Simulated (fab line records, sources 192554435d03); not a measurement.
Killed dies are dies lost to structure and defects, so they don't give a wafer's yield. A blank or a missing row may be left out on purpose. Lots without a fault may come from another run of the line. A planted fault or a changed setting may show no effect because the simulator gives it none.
fab line records | flow n5_finfet
record lots=7 wafers=39
route steps=1938 shown BEOL_M13@1659 BEOL_M15@1808 PASSIVATION@1930
start_h: hours from the record's first day to the start of the lot's first wafer shown | wait_h: hours since the lot's step before | " the same as in the row above | L1.1+2: a row that stands for several wafers | - no value, or no start given | * or withheld: withheld | < > ~ a bound
route shown NAME@n: a module of which the file shows steps, and the number in the route of the first | usual: mean/standard deviation of fault-free wafers | same: alike in all rows | chamber/n: place in a boat | sites: the reading at each site | _std_site: their standard deviation | _edge_site: outer sites' mean less inner sites' | radius_mm: how far each site lies from the wafer's centre | mask NAME#n: copy n | behind: the tool/chamber that last shaped the wafer | hold: why the lot was held/for how many hours/how that ended | device: the transistor (n, p or np) that didn't switch | end of line: the same wafers' tests at the end of the route | a step without rows: its recipe alone | killed: dies lost to structure and defects at the first sort, not the wafer's yield | map: a wafer's dies, x killed, . not, _ none there
set.NAME: the setting as run; set.NAME@STEP: as run at that earlier step | model.NAME: the simulator's own value behind a step, which no gauge read
lots whose settings were changed on purpose; a table a step, a row a wafer
## steps
# step N5_BEOL_M13_ILD_DEP_00
# recipe material=SiOC target_thk_a=8379.2 temp_c=350 precursor=DEMS/O2 pressure_torr=5 rf_w=500 time_s=166.4
# columns lot.wafer tool chamber start_h wait_h set.target_thk_a model.SiOC_of_BEOL_M13_ILD_DEP_00.thk_nm
L075.1 pecvd-01 0 265.58 0.0 8379.2 819.6
L075.2 " 2 " " 8379.2 839
L075.3 " 1 " " 8379.2 851.2
L075.4 " 1 " " 8379.2 864.2
L075.5 " 2 " " 8379.2 854.8
L075.6 " 0 " " 8379.2 846.4
L078.1 pecvd-02 2 267.82 0.0 8379.2 808
L078.2 " 1 " " 8379.2 803
L078.3 " 0 " " 8379.2 830.4
L078.4 " 2 " " 5711 559.2
L078.5 " 1 " " 5711 548.2
L078.6 " 0 " " 5711 579.8
L079.1 pecvd-02 2 281.09 0.0 13180 1298
L079.2 " 1 " " 8379.2 813.8
L079.3 " 0 " " 13180 1322
L079.4 " 1 " " 8379.2 821.8
L079.5 " 0 " " 8379.2 859.6
L079.6 " 2 " " 13180 1318
L087.1 pecvd-01 0 324.13 0.0 11010 1082
L087.2 " 2 " " 11010 1086
L087.3 " 1 " " 11010 1083
L087.4 " 0 " " 8379.2 829.8
L087.5 " 1 " " 8379.2 834.2
L087.6 " 2 " " 8379.2 840.4
L088.2 pecvd-02 1 339.33 0.0 8379.2 831.6
L088.3 " 2 " " 8379.2 839.2
L088.4 " 2 " " 8379.2 850.2
L092.1 pecvd-01 0 349.03 0.0 11740 1171
L092.2 " 2 " " 11740 1165
L092.3 " 1 " " 8379.2 838.8
L092.4 " 1 " " 8379.2 840.8
L092.5 " 2 " " 8379.2 842.8
L092.6 " 0 " " 11740 1188
L093.1 pecvd-01 0 366.72 0.0 8379.2 824.4
L093.2 " 2 " " 8379.2 822.6
L093.3 " 1 " " 10260 1022
L093.4 " 2 " " 10260 1026
L093.5 " 1 " " 10260 1039
L093.6 " 0 " " 8379.2 845.2
# step N5_BEOL_M13_THK_MEAS_01
# recipe reads=SiOC_of_BEOL_M13_ILD_DEP_00
# usual M13_ILD_THK=840/13
# columns lot.wafer tool chamber start_h wait_h set.target_thk_a@BEOL_M13_ILD_DEP_00 M13_ILD_THK[nm]
L075.1 film_metro-01 - 265.73 0.1 8379.2 819
L075.2 " - " " 8379.2 839
L075.3 " - " " 8379.2 851
L075.4 " - " " 8379.2 865
L075.5 " - " " 8379.2 855
L075.6 " - " " 8379.2 846
L078.1 film_metro-02 - 267.97 0.1 8379.2 808
L078.2 " - " " 8379.2 803
L078.3 " - " " 8379.2 830
L078.4 " - " " 5711 559
L078.5 " - " " 5711 549
L078.6 " - " " 5711 580
L079.1 film_metro-02 - 281.24 0.1 13180 1299
L079.2 " - " " 8379.2 814
L079.3 " - " " 13180 1322
L079.4 " - " " 8379.2 822
L079.5 " - " " 8379.2 861
L079.6 " - " " 13180 1317
L087.1 film_metro-02 - 324.28 0.1 11010 1082
L087.2 " - " " 11010 1086
L087.3 " - " " 11010 1083
L087.4 " - " " 8379.2 830
L087.5 " - " " 8379.2 834
L087.6 " - " " 8379.2 840
L088.2 film_metro-01 - 339.48 0.1 8379.2 831
L088.3 " - " " 8379.2 839
L088.4 " - " " 8379.2 850
L092.1 film_metro-02 - 349.18 0.1 11740 1171
L092.2 " - " " 11740 1166
L092.3 " - " " 8379.2 838
L092.4 " - " " 8379.2 841
L092.5 " - " " 8379.2 843
L092.6 " - " " 11740 1188
L093.1 film_metro-02 - 366.87 0.1 8379.2 825
L093.2 " - " " 8379.2 822
L093.3 " - " " 10260 1022
L093.4 " - " " 10260 1026
L093.5 " - " " 10260 1039
L093.6 " - " " 8379.2 845
# step N5_BEOL_M13_COAT_58
# recipe resist=BARC temp_c=205 time_s=60 spin_rpm=1500 resist_thk_nm=89
# step N5_BEOL_M13_COAT_04
# recipe spin_rpm=1625 resist_thk_nm=400
# step N5_BEOL_M13_DESCUM_15
# recipe chemistry=O2 time_s=7.9 source_power_w=50 bias_power_w=20 pressure_mtorr=20 rf_frequency_hz=2.712e+07 temp_c=40 o2_flow_sccm=225
# step N5_BEOL_M13_ETCH_59
# recipe chemistry=N2/H2 target=BARC target_depth_a=890 overetch_a=267 time_s=67.9 ion_energy_ev=200 pressure_mtorr=30 source_w=840 bias_w=150 n2_flow_sccm=200 h2_flow_sccm=200
# step N5_BEOL_M13_VIA_ETCH_16
# recipe chemistry=C4F8/O2/Ar target=SiOC pressure_mtorr=30 source_w=3000 bias_w=700 Ar_flow_sccm=400 C4F8_flow_sccm=15 O2_flow_sccm=8 he_inner_torr=15 he_outer_torr=30 target_depth_a=9217 time_s=withheld ion_energy_ev=250 ends=cleared
# columns lot.wafer tool chamber start_h wait_h set.target_thk_a@BEOL_M13_ILD_DEP_00 model.etch.depth_nm model.BARC_of_BEOL_M13_COAT_58.thk_nm model.coat_of_BEOL_M13_COAT_04.thk_nm
L075.1 rie_diel-05 2 266.21 0.0 8379.2 819.6 88.8 76.8
L075.2 " 1 " " 8379.2 839 88.8 66.8
L075.3 " 3 " " 8379.2 851.3 88.6 73.2
L075.4 " 1 " " 8379.2 864.3 89 59.2
L075.5 " 2 " " 8379.2 854.9 89 67.4
L075.6 " 3 " " 8379.2 846.4 89.2 73.2
L078.1 rie_diel-06 3 270.04 0.0 8379.2 807.9 88.8 77.8
L078.2 " 0 " " 8379.2 803 89 84.2
L078.3 " 1 " " 8379.2 830.5 89.4 74.8
L078.4 " 0 " " 5711 559.2 89.2 157.6
L078.5 " 3 " " 5711 548.2 89.2 155.2
L078.6 " 1 " " 5711 579.7 89 147.4
L079.1 rie_diel-05 0 281.78 0.0 13180 1298 18 0
L079.2 " 2 " " 8379.2 813.8 89.4 78.2
L079.3 " 1 " " 13180 1322 11 0
L079.4 " 3 " " 8379.2 821.7 89.2 79.6
L079.5 " 2 " " 8379.2 859.7 89.2 65.4
L079.6 " 3 " " 13180 1318 22.6 0
L087.1 rie_diel-06 2 324.89 0.0 11010 1082 89 0.8
L087.2 " 1 " " 11010 1086 83.2 0
L087.3 " 3 " " 11010 1083 83.2 0
L087.4 " 0 " " 8379.2 829.9 89 75
L087.5 " 2 " " 8379.2 834.1 88.8 72
L087.6 " 1 " " 8379.2 840.4 89 69.6
L088.2 rie_diel-06 3 339.96 0.0 8379.2 831.5 88.6 69.6
L088.3 " 2 " " 8379.2 839.2 88.8 74.2
L088.4 " 0 " " 8379.2 850.3 88.8 70
L092.1 rie_diel-06 3 349.66 0.0 11740 1171 58.4 0
L092.2 " 1 " " 11740 1165 61.4 0
L092.3 " 0 " " 8379.2 838.8 89.2 74.4
L092.4 " 2 " " 8379.2 840.8 89.4 72.2
L092.5 " 2 " " 8379.2 842.8 89.2 71
L092.6 " 3 " " 11740 1188 54.6 0
L093.1 rie_diel-05 1 367.35 0.0 8379.2 824.5 89.2 71.2
L093.2 " 2 " " 8379.2 822.5 89.2 76.4
L093.3 " 3 " " 10260 1022 89 22.8
L093.4 " 3 " " 10260 1026 89.4 21.4
L093.5 " 1 " " 10260 1039 89.4 8.8
L093.6 " 2 " " 8379.2 845.3 89.4 70
# step N5_BEOL_M13_STRIP_63
# recipe chemistry=N2/H2 power_w=1000 temp_c=250 h2_frac=0.65 overash_fraction=0.3 pressure_mtorr=1000 n2_flow_sccm=1750 h2_flow_sccm=3250
# usual oes_product_au=0.673/0.0052 strip_time_to_endpoint_s=27.5/1.5
# columns lot.wafer tool chamber start_h wait_h set.target_thk_a@BEOL_M13_ILD_DEP_00 oes_product_au strip_time_to_endpoint_s
L075.1 plasma_asher-01 1 266.44 - 8379.2 0.672 29.7
L075.2 " 0 " " 8379.2 0.672 26.7
L075.3 " 0 " " 8379.2 0.673 28.6
L075.4 " 1 " " 8379.2 0.670 24.4
L075.5 " 0 " " 8379.2 0.672 26.9
L075.6 " 1 " " 8379.2 0.671 28.6
L078.1 plasma_asher-01 0 270.28 - 8379.2 0.673 29.9
L078.2 " 1 " " 8379.2 0.677 31.8
L078.3 " 0 " " 8379.2 0.676 29.1
L078.4 " 1 " " 5711 0.705 51.6
L078.5 " 0 " " 5711 0.706 51.0
L078.6 " 1 " " 5711 0.697 49.0
L079.1 plasma_asher-02 0 282.01 - 13180 0.229 0.0
L079.2 " 1 " " 8379.2 0.675 30.1
L079.3 " 1 " " 13180 0.225 0.0
L079.4 " 0 " " 8379.2 0.685 30.4
L079.5 " 0 " " 8379.2 0.667 26.3
L079.6 " 1 " " 13180 0.234 0.0
L087.1 plasma_asher-01 1 325.12 - 11010 0.300 1.5
L087.2 " 0 " " 11010 0.225 0.0
L087.3 " 1 " " 11010 0.229 0.0
L087.4 " 0 " " 8379.2 0.678 29.1
L087.5 " 1 " " 8379.2 0.672 28.2
L087.6 " 0 " " 8379.2 0.672 27.6
L088.2 plasma_asher-01 0 340.19 - 8379.2 0.678 27.6
L088.3 " 0 " " 8379.2 0.675 28.9
L088.4 " 1 " " 8379.2 0.677 27.7
L092.1 plasma_asher-02 1 349.89 - 11740 0.241 0.0
L092.2 " 0 " " 11740 0.231 0.0
L092.3 " 1 " " 8379.2 0.675 29.0
L092.4 " 0 " " 8379.2 0.678 28.3
L092.5 " 0 " " 8379.2 0.669 28.0
L092.6 " 1 " " 11740 0.226 0.0
L093.1 plasma_asher-01 1 367.58 - 8379.2 0.672 28.0
L093.2 " 0 " " 8379.2 0.673 29.5
L093.3 " 1 " " 10260 0.596 12.5
L093.4 " 0 " " 10260 0.581 12.0
L093.5 " 0 " " 10260 0.401 7.1
L093.6 " 1 " " 8379.2 0.672 27.6
# step N5_BEOL_M13_STRIP_64
# recipe chemistry=N2/H2 power_w=1000 temp_c=250 h2_frac=0.65 overash_fraction=0.3 pressure_mtorr=withheld n2_flow_sccm=1750 h2_flow_sccm=3250
# usual strip_time_to_endpoint_s=31.34/0.09
# columns lot.wafer tool chamber start_h wait_h set.target_thk_a@BEOL_M13_ILD_DEP_00 strip_time_to_endpoint_s
L075.1 plasma_asher-01 1 266.50 0.0 8379.2 31.23
L075.2 " 0 " " 8379.2 31.23
L075.3 " 0 " " 8379.2 31.18
L075.4 " 1 " " 8379.2 31.28
L075.5 " 0 " " 8379.2 31.30
L075.6 " 1 " " 8379.2 31.35
L078.1 plasma_asher-01 0 270.34 0.0 8379.2 31.26
L078.2 " 1 " " 8379.2 31.29
L078.3 " 0 " " 8379.2 31.42
L078.4 " 1 " " 5711 31.37
L078.5 " 0 " " 5711 31.35
L078.6 " 1 " " 5711 31.34
L079.1 plasma_asher-02 0 282.07 0.0 13180 10.73
L079.2 " 1 " " 8379.2 31.42
L079.3 " 1 " " 13180 7.96
L079.4 " 0 " " 8379.2 31.39
L079.5 " 0 " " 8379.2 31.38
L079.6 " 1 " " 13180 12.41
L087.1 plasma_asher-01 1 325.18 0.0 11010 32.52
L087.2 " 0 " " 11010 31.51
L087.3 " 1 " " 11010 31.49
L087.4 " 0 " " 8379.2 31.31
L087.5 " 1 " " 8379.2 31.24
L087.6 " 0 " " 8379.2 31.28
L088.2 plasma_asher-01 0 340.25 0.0 8379.2 31.23
L088.3 " 0 " " 8379.2 31.26
L088.4 " 1 " " 8379.2 31.25
L092.1 plasma_asher-02 1 349.95 0.0 11740 24.23
L092.2 " 0 " " 11740 25.11
L092.3 " 1 " " 8379.2 31.35
L092.4 " 0 " " 8379.2 31.39
L092.5 " 0 " " 8379.2 31.38
L092.6 " 1 " " 11740 23.03
L093.1 plasma_asher-01 1 367.64 0.0 8379.2 31.40
L093.2 " 0 " " 8379.2 31.37
L093.3 " 1 " " 10260 31.32
L093.4 " 0 " " 10260 31.43
L093.5 " 0 " " 10260 31.45
L093.6 " 1 " " 8379.2 31.44
# step N5_BEOL_M15_ETCH_61
# recipe chemistry=N2/H2 target=BARC target_depth_a=890 overetch_a=267 time_s=67.9 ion_energy_ev=200 pressure_mtorr=30 source_w=840 bias_w=150 n2_flow_sccm=200 h2_flow_sccm=200
# columns lot.wafer tool chamber start_h wait_h set.time_s model.coat_of_BEOL_M15_COAT_22.thk_nm
L075.1 rie_diel-06 2 276.28 0.0 67.9 718.4
L075.2 " 0 " " 67.9 716.8
L075.3 " 1 " " 47.13 735.4
L075.4 " 3 " " 67.9 712.8
L075.5 " 2 " " 47.13 735.8
L075.6 " 3 " " 47.13 733
L078.1 rie_diel-05 2 290.86 0.0 99.36 692.8
L078.2 " 1 " " 99.36 687
L078.3 " 0 " " 67.9 717.8
L078.4 " 3 " " 67.9 726
L078.5 " 2 " " 67.9 721
L078.6 " 1 " " 99.36 687.2
L079.1 rie_diel-02 0 299.60 0.0 67.9 715.2
L079.2 " 3 " " 67.9 716.2
L079.3 " 1 " " 67.9 714
L079.4 " 3 " " 67.9 712.8
L079.5 " 1 " " 67.9 713.8
L079.6 " 0 " " 67.9 713.4
L087.1 rie_diel-02 0 335.34 0.0 106.3 676.6
L087.2 " 1 " " 106.3 671
L087.3 " 3 " " 67.9 711.2
L087.4 " 2 " " 67.9 715.8
L087.5 " 1 " " 67.9 709.6
L087.6 " 2 " " 106.3 675
L088.2 rie_diel-06 3 362.28 0.0 67.9 713.2
L088.3 " 1 " " 67.9 719.6
L088.4 " 2 " " 67.9 722.4
L092.1 rie_diel-02 0 367.14 0.0 67.9 719.6
L092.2 " 3 " " 67.9 718.6
L092.3 " 2 " " 47.84 739.4
L092.4 " 1 " " 67.9 715.2
L092.5 " 1 " " 47.84 737.8
L092.6 " 2 " " 47.84 742.4
L093.1 rie_diel-02 3 381.37 0.0 67.9 715.6
L093.2 " 0 " " 67.9 716.2
L093.3 " 1 " " 27.74 752.2
L093.4 " 2 " " 67.9 717.8
L093.5 " 3 " " 27.74 755.2
L093.6 " 2 " " 27.74 754.6
# step N5_BEOL_M15_TRENCH_ETCH_34
# recipe chemistry=C4F8/O2/Ar target=SiO2 target_depth_a=8729.3 he_inner_torr=15 he_outer_torr=30 time_s=199 ion_energy_ev=800 pressure_mtorr=20 source_w=1905 bias_w=2040 Ar_flow_sccm=400 C4F8_flow_sccm=16 O2_flow_sccm=12
# columns lot.wafer tool chamber start_h wait_h set.time_s@BEOL_M15_ETCH_61 model.BEOL_M15.cd_nm
L075.1 rie_diel-06 2 276.33 0.0 67.9 396.4
L075.2 " 0 " " 67.9 397.8
L075.3 " 1 " " 47.13 393.4
L075.4 " 3 " " 67.9 400
L075.5 " 2 " " 47.13 388.6
L075.6 " 3 " " 47.13 391.6
L078.1 rie_diel-05 2 290.91 0.0 99.36 405.4
L078.2 " 1 " " 99.36 404.6
L078.3 " 0 " " 67.9 398
L078.4 " 3 " " 67.9 398.6
L078.5 " 2 " " 67.9 402.2
L078.6 " 1 " " 99.36 405.6
L079.1 rie_diel-02 0 299.66 0.0 67.9 401.2
L079.2 " 3 " " 67.9 399.4
L079.3+5 " 1 " " 67.9 401.8
L079.4 " 3 " " 67.9 401.4
L079.6 " 0 " " 67.9 403.4
L087.1 rie_diel-02 0 335.39 0.0 106.3 406.2
L087.2 " 1 " " 106.3 408.6
L087.3 " 3 " " 67.9 394.4
L087.4 " 2 " " 67.9 397.8
L087.5 " 1 " " 67.9 400.2
L087.6 " 2 " " 106.3 406
L088.2 rie_diel-06 3 362.33 0.0 67.9 393.8
L088.3 " 1 " " 67.9 395.2
L088.4 " 2 " " 67.9 397.4
L092.1 rie_diel-02 0 367.19 0.0 67.9 395
L092.2 " 3 " " 67.9 399.8
L092.3 " 2 " " 47.84 393.8
L092.4 " 1 " " 67.9 400
L092.5 " 1 " " 47.84 391.6
L092.6 " 2 " " 47.84 389.6
L093.1 rie_diel-02 3 381.42 0.0 67.9 396.6
L093.2 " 0 " " 67.9 399.4
L093.3 " 1 " " 27.74 391.2
L093.4 " 2 " " 67.9 393.4
L093.5 " 3 " " 27.74 386.6
L093.6 " 2 " " 27.74 389.6
# step N5_PASSIVATION_ETCH_54
# recipe chemistry=CHF3/O2 target=SiO2 target_depth_a=8800 CHF3_flow_sccm=50 O2_flow_sccm=5 Ar_flow_sccm=200 time_s=440 mask_material=PR pressure_mtorr=30 source_w=650 bias_w=170 ion_energy_ev=200
# columns lot.wafer tool chamber start_h wait_h set.time_s model.PASSIVATION.feature_depth_nm model.etch.depth_nm
L075.1 rie_diel-03 0 290.42 0.1 440 857.2 857.3
L075.2 " 1 " " 266.4 531.6 531.5
L075.3 " 2 " " 440 878.4 878.4
L075.4 " 3 " " 440 897.8 897.8
L075.5 " 0 " " 266.4 525.8 525.9
L075.6 " 1 " " 266.4 529.6 529.5
L078.1 rie_diel-04 2 303.96 0.1 651 1311 1311
L078.2 " 3 " " 440 858.6 858.6
L078.3 " 0 " " 651 1310 1310
L078.4 " 1 " " 440 876 876.1
L078.5 " 1 " " 651 1309 1309
L078.6 " 2 " " 440 882.6 882.5
L079.1 rie_diel-03 2 317.44 0.1 697.4 1397 1397
L079.2 " 3 " " 440 896.2 896.1
L079.3 " 0 " " 697.4 1368 1368
L079.4 " 1 " " 440 876.6 876.5
L079.5 " 1 " " 697.4 1387 1387
L079.6 " 0 " " 440 869.6 869.6
L087.1 rie_diel-04 0 350.37 0.1 584.3 1173 1173
L087.2 " 1 " " 440 871.8 871.7
L087.3 " 2 " " 584.3 1169 1169
L087.4 " 3 " " 440 838.8 838.8
L087.5 " 3 " " 584.3 1110 1110
L087.6 " 0 " " 440 870.6 870.5
L088.2 rie_diel-04 0 381.80 0.1 440 885.8 885.8
L088.3 " 2 " " 440 886.8 886.8
L088.4 " 1 " " 440 881.8 881.9
L092.1 rie_diel-01 1 387.87 0.1 679.5 1370 1370
L092.2 " 0 " " 440 887.8 887.7
L092.3 " 2 " " 679.5 1328 1328
L092.4 " 3 " " 440 861.8 861.7
L092.5 " 2 " " 679.5 1338 1338
L092.6 " 1 " " 440 888.2 888.3
L093.1 rie_diel-03 1 396.57 0.1 440 878.8 878.7
L093.2 " 2 " " 440 877 877
L093.3 " 0 " " 440 866.6 866.5
L093.4+6 " 3,2 " " 440 886 885.9
L093.5 " 1 " " 440 879.4 879.4
## key
split step=N5_BEOL_M13_ILD_DEP_00 setting=target_thk_a stated=8379.2 by=wafer
response step=N5_BEOL_M13_ILD_DEP_00 reading=model.SiOC_of_BEOL_M13_ILD_DEP_00.thk_nm change=+8.28 per=1% r=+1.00
response step=N5_BEOL_M13_THK_MEAS_01 reading=M13_ILD_THK change=+8.28 per=1% r=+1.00
response step=N5_BEOL_M13_VIA_ETCH_16 reading=model.etch.depth_nm change=+8.28 per=1% r=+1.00
response step=N5_BEOL_M13_VIA_ETCH_16 reading=model.BARC_of_BEOL_M13_COAT_58.thk_nm shape=bent at_lowest=89.13 at_stated=89.04 at_highest=17.2
response step=N5_BEOL_M13_VIA_ETCH_16 reading=model.coat_of_BEOL_M13_COAT_04.thk_nm change=-1.76 per=1% r=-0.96
response step=N5_BEOL_M13_STRIP_63 reading=oes_product_au shape=bent at_lowest=0.703 at_stated=0.674 at_highest=0.229
response step=N5_BEOL_M13_STRIP_63 reading=strip_time_to_endpoint_s shape=bent at_lowest=* at_stated=* at_highest=*
response step=N5_BEOL_M13_STRIP_64 reading=strip_time_to_endpoint_s shape=bent at_lowest=* at_stated=* at_highest=*
split step=N5_BEOL_M15_ETCH_61 setting=time_s stated=67.9 by=wafer
response step=N5_BEOL_M15_ETCH_61 reading=model.coat_of_BEOL_M15_COAT_22.thk_nm change=-0.667 per=1% r=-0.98
response step=N5_BEOL_M15_TRENCH_ETCH_34 reading=model.BEOL_M15.cd_nm change=+0.153 per=1% r=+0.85
split step=N5_PASSIVATION_ETCH_54 setting=time_s stated=440 by=wafer
response step=N5_PASSIVATION_ETCH_54 reading=model.PASSIVATION.feature_depth_nm change=+8.75 per=1% r=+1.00
response step=N5_PASSIVATION_ETCH_54 reading=model.etch.depth_nm change=+8.75 per=1% r=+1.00
